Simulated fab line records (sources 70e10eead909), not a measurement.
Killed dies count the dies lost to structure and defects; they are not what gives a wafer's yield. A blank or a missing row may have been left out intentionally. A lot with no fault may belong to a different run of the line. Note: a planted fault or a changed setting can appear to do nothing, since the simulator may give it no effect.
Chamber matching + flow nandHarc + 4 sister chambers for NHARC_A_CHANNEL_FILL_D2_ETCHBACK_19 on rieSi-03
The step etches the open film in HBr/Cl2, target depth 5 nm, time 1.7 s. 8 wafers are shown with their chamber, then 8 later ones without.

## WAFERS PAIRED WITH THEIR CHAMBERS
| wafer  | chamber | drypumpMotorCurrentA (A) | oesProductAu (a.u.) |
|--------|---------|--------------------------|---------------------|
| L086.1 | 1       | 6.5                      | 0.983               |
| L086.6 | 2       | 5.6                      | 0.977               |
| L087.2 | 1       | 6.5                      | 0.989               |
| L087.6 | 3       | 5.6                      | 0.998               |
| L089.1 | 2       | 5.6                      | 0.989               |
| L089.3 | 3       | 5.5                      | 0.999               |
| L089.5 | 0       | 5.7                      | 1.011               |
| L092.1 | 0       | 5.7                      | 1.013               |

## WAFERS MISSING THEIR CHAMBER
| wafer  | drypumpMotorCurrentA (A) | oesProductAu (a.u.) |
|--------|--------------------------|---------------------|
| L092.5 | 6.5                      | 0.988               |
| L092.6 | 5.7                      | 1.009               |
| L094.1 | 5.7                      | 1.005               |
| L094.3 | 6.5                      | 0.997               |
| L094.4 | 5.6                      | 0.996               |
| L097.1 | 6.5                      | 0.988               |
| L097.5 | 5.7                      | 1.003               |
| L097.6 | 6.5                      | 0.983               |

## EACH ONE'S CHAMBER
| wafer  | from the rows above     | in truth |
|--------|-------------------------|----------|
| L092.5 | 1                       | 1        |
| L092.6 | 0                       | 0        |
| L094.1 | 0                       | 0        |
| L094.3 | 1                       | 1        |
| L094.4 | can't be placed: 3 or 2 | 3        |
| L097.1 | 1                       | 1        |
| L097.5 | 0                       | 0        |
| L097.6 | 1                       | 1        |
7 of 8 placed correctly. These rows do not allow placing 1 (true chamber among the candidates in 1). 0 placed wrongly.
How it was worked out, from the rows above alone: a wafer's distance from a chamber is the root of the sum, over the readings, of the square of ((its reading less the chamber's mean) divided by the reading's scatter). If the next closest chamber is less than 2 further off than the closest, the wafer can't be placed; otherwise it belongs to the closest. A chamber's mean is the mean of its shown wafers. The scatter: the root of (the sum of the squares of (reading less its chamber's mean) over the shown wafers, divided by (wafers less chambers)).
